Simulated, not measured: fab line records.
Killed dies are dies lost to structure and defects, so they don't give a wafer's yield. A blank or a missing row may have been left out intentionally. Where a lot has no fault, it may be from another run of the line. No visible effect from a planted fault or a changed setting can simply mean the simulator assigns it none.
Matching of chambers ; flow nand-harc ; 4 sister chambers for NHARC_A_CONTACT_ETCH_91 on rie-diel-07
The step etches the open film in CH3F/O2, target depth 40 nm, time 85.7 s. 4 wafers are shown with their chamber, then 9 later ones without.

WAFERS PAIRED WITH THEIR CHAMBERS
wafer;chamber;showerhead-plenum-p-Torr (Torr)
L083.5;3;2.63
L083.6;0;2.39
L090.5;2;2.43
L090.6;1;2.29

WAFERS MISSING THEIR CHAMBER
wafer;showerhead-plenum-p-Torr (Torr)
L093.1;2.39
L093.4;2.43
L093.6;2.39
L094.2;2.43
L094.3;2.62
L094.4;2.29
L096.1;2.62
L096.3;2.42
L096.4;2.38

CHAMBER TAKEN BY EACH
wafer;from the rows above;in truth
L093.1;0;0
L093.4;2;2
L093.6;0;0
L094.2;2;2
L094.3;3;3
L094.4;1;1
L096.1;3;3
L096.3;2;2
L096.4;0;0
Correctly placed: 9 of 9. Number that these rows cannot place: 0. Wrongly placed: 0.
How it was worked out, from the rows above alone: a wafer's distance from a chamber is the root of the sum, over the readings, of the square of ((its reading less the chamber's mean) divided by the reading's scatter). If the next closest chamber is less than 2 further off than the closest, the wafer can't be placed; otherwise it belongs to the closest. The mean given for a chamber averages the wafers shown for that chamber. The scatter (one wafer shown for each chamber): square how far every hidden wafer sits from the nearest shown wafer, average those squares and take the square root.
